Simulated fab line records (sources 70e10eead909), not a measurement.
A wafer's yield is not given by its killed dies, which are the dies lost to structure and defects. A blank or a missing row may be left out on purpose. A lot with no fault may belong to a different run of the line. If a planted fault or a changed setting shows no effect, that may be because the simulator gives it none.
Chamber matching + flow nandHarc + NHARC_A_M1_ETCH_35 on rieDiel-08: 4 sister chambers
The step etches the open film in N2/H2, target depth 40 nm, overetch 12 nm, time 43.94 s. 8 wafers are shown with their chamber, then 12 later ones without.

EACH WAFER AND ITS CHAMBER
| wafer  | chamber | drypumpMotorCurrentA (A) | rfVppV (V) |
|--------|---------|--------------------------|------------|
| L082.5 | 3       | 5.7                      | 431.6      |
| L082.6 | 2       | 5.3                      | 430.5      |
| L085.5 | 3       | 5.7                      | 432.9      |
| L084.5 | 1       | 5.1                      | 428.7      |
| L084.6 | 0       | 6.0                      | 430.9      |
| L089.1 | 1       | 5.1                      | 429.2      |
| L089.2 | 2       | 5.2                      | 429.2      |
| L089.3 | 0       | 6.0                      | 428.3      |

WAFERS WHOSE CHAMBER IS MISSING
| wafer  | drypumpMotorCurrentA (A) | rfVppV (V) |
|--------|--------------------------|------------|
| L089.4 | 5.7                      | 433.0      |
| L089.5 | 5.7                      | 432.2      |
| L089.6 | 6.0                      | 430.2      |
| L092.1 | 5.3                      | 431.6      |
| L092.2 | 5.7                      | 431.4      |
| L092.5 | 5.7                      | 432.2      |
| L093.2 | 5.3                      | 429.5      |
| L093.3 | 5.1                      | 429.2      |
| L093.4 | 6.0                      | 430.3      |
| L097.1 | 5.7                      | 432.3      |
| L097.2 | 5.1                      | 428.3      |
| L097.5 | 5.3                      | 429.7      |

CHAMBER TAKEN BY EACH
| wafer  | from the rows above | in truth |
|--------|---------------------|----------|
| L089.4 | 3                   | 3        |
| L089.5 | 3                   | 3        |
| L089.6 | 0                   | 0        |
| L092.1 | 2                   | 2        |
| L092.2 | 3                   | 3        |
| L092.5 | 3                   | 3        |
| L093.2 | 2                   | 2        |
| L093.3 | 1                   | 1        |
| L093.4 | 0                   | 0        |
| L097.1 | 3                   | 3        |
| L097.2 | 1                   | 1        |
| L097.5 | 2                   | 2        |
Placed correctly: 12 of 12. Not placeable from these rows: 0. Wrongly placed: 0.
How it was worked out, from the rows above alone: a wafer's distance from a chamber is the root of the sum, over the readings, of the square of ((its reading less the chamber's mean) divided by the reading's scatter). The wafer belongs to the nearest chamber; if the next one is less than 2 further off, it can't be placed. A chamber's mean is the mean of its shown wafers. The scatter: the root of (the sum of the squares of (reading less its chamber's mean) over the shown wafers, divided by (wafers less chambers)).
